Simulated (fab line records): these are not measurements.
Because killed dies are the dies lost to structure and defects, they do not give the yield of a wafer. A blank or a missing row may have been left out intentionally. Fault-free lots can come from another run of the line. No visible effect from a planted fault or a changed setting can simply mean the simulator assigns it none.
Chamber matching :: flow n5Finfet :: N5_BEOL_M5_PECVD_70 on pecvd-02 has 3 sister chambers
The step deposits SiO2 from TEOS/O2, target thk 16 nm, time 18 s. 16 wafers are shown with their chamber, then 8 later ones without.

WAFERS WITH THEIR CHAMBER
wafer: L078.2
chamber: 0
throttleValvePct (%): 22.0
susceptorTempC (C): 400.06
heaterPowerW (W): 852

wafer: L078.5
chamber: 1
throttleValvePct (%): 22.8
susceptorTempC (C): 400.00
heaterPowerW (W): 901

wafer: L078.6
chamber: 0
throttleValvePct (%): 22.1
susceptorTempC (C): 399.84
heaterPowerW (W): 861

wafer: L080.2
chamber: 0
throttleValvePct (%): 22.3
susceptorTempC (C): 400.08
heaterPowerW (W): 728

wafer: L080.5
chamber: 0
throttleValvePct (%): 22.2
susceptorTempC (C): 400.22
heaterPowerW (W): 726

wafer: L080.6
chamber: 1
throttleValvePct (%): 22.8
susceptorTempC (C): 400.34
heaterPowerW (W): 826

wafer: L083.1
chamber: 0
throttleValvePct (%): 22.3
susceptorTempC (C): 400.09
heaterPowerW (W): 769

wafer: L083.3
chamber: 1
throttleValvePct (%): 22.6
susceptorTempC (C): 400.04
heaterPowerW (W): 854

wafer: L083.4
chamber: 1
throttleValvePct (%): 22.5
susceptorTempC (C): 399.88
heaterPowerW (W): 864

wafer: L090.3
chamber: 2
throttleValvePct (%): 20.5
susceptorTempC (C): 399.73
heaterPowerW (W): 733

wafer: L090.4
chamber: 0
throttleValvePct (%): 21.8
susceptorTempC (C): 399.94
heaterPowerW (W): 774

wafer: L090.5
chamber: 2
throttleValvePct (%): 20.4
susceptorTempC (C): 399.92
heaterPowerW (W): 727

wafer: L092.1
chamber: 2
throttleValvePct (%): 20.6
susceptorTempC (C): 399.65
heaterPowerW (W): 835

wafer: L092.2
chamber: 1
throttleValvePct (%): 22.5
susceptorTempC (C): 400.13
heaterPowerW (W): 728

wafer: L092.3
chamber: 0
throttleValvePct (%): 21.9
susceptorTempC (C): 399.91
heaterPowerW (W): 816

wafer: L091.1
chamber: 2
throttleValvePct (%): 20.7
susceptorTempC (C): 400.18
heaterPowerW (W): 801

SIGNATURES (averages over the wafers above)
reading: throttleValvePct
chamber 0: 22.086
chamber 1: 22.640
chamber 2: 20.550
scatter within a chamber: 0.169

reading: susceptorTempC
chamber 0: 400.0200
chamber 1: 400.0780
chamber 2: 399.8700
scatter within a chamber: 0.172

reading: heaterPowerW
chamber 0: 789.43
chamber 1: 834.60
chamber 2: 774.00
scatter within a chamber: 57.9
Rule: a wafer's distance from a chamber is the root of the sum, over the readings, of the square of ((its reading less the chamber's mean) divided by the reading's scatter). The wafer belongs to the nearest chamber; if the next one is less than 2 further off, it can't be placed. How the scatter is found: for the shown wafers, subtract from each reading the mean of its chamber, square and add these, divide the total by (wafers less chambers), then take the root.

WAFERS MISSING THEIR CHAMBER
wafer: L091.2
throttleValvePct (%): 22.7
susceptorTempC (C): 400.04
heaterPowerW (W): 735

wafer: L091.3
throttleValvePct (%): 21.9
susceptorTempC (C): 399.80
heaterPowerW (W): 864

wafer: L093.2
throttleValvePct (%): 22.3
susceptorTempC (C): 399.95
heaterPowerW (W): 750

wafer: L093.3
throttleValvePct (%): 22.7
susceptorTempC (C): 399.86
heaterPowerW (W): 804

wafer: L093.4
throttleValvePct (%): 20.4
susceptorTempC (C): 399.99
heaterPowerW (W): 693

wafer: L097.2
throttleValvePct (%): 20.4
susceptorTempC (C): 399.79
heaterPowerW (W): 752

wafer: L097.4
throttleValvePct (%): 22.7
susceptorTempC (C): 400.04
heaterPowerW (W): 740

wafer: L097.5
throttleValvePct (%): 22.5
susceptorTempC (C): 399.97
heaterPowerW (W): 837

WHICH CHAMBER EACH ONE RAN IN
wafer: L091.2
from the rows above: can't be placed: 1 or 0
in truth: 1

wafer: L091.3
from the rows above: 0
in truth: 0

wafer: L093.2
from the rows above: can't be placed: 0 or 1
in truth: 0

wafer: L093.3
from the rows above: 1
in truth: 1

wafer: L093.4
from the rows above: 2
in truth: 2

wafer: L097.2
from the rows above: 2
in truth: 2

wafer: L097.4
from the rows above: 1
in truth: 1

wafer: L097.5
from the rows above: can't be placed: 1 or 0
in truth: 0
Placed correctly: 5 of 8. Can't be placed from these rows: 3 (the true chamber is among the candidates in 3). 0 placed wrongly.
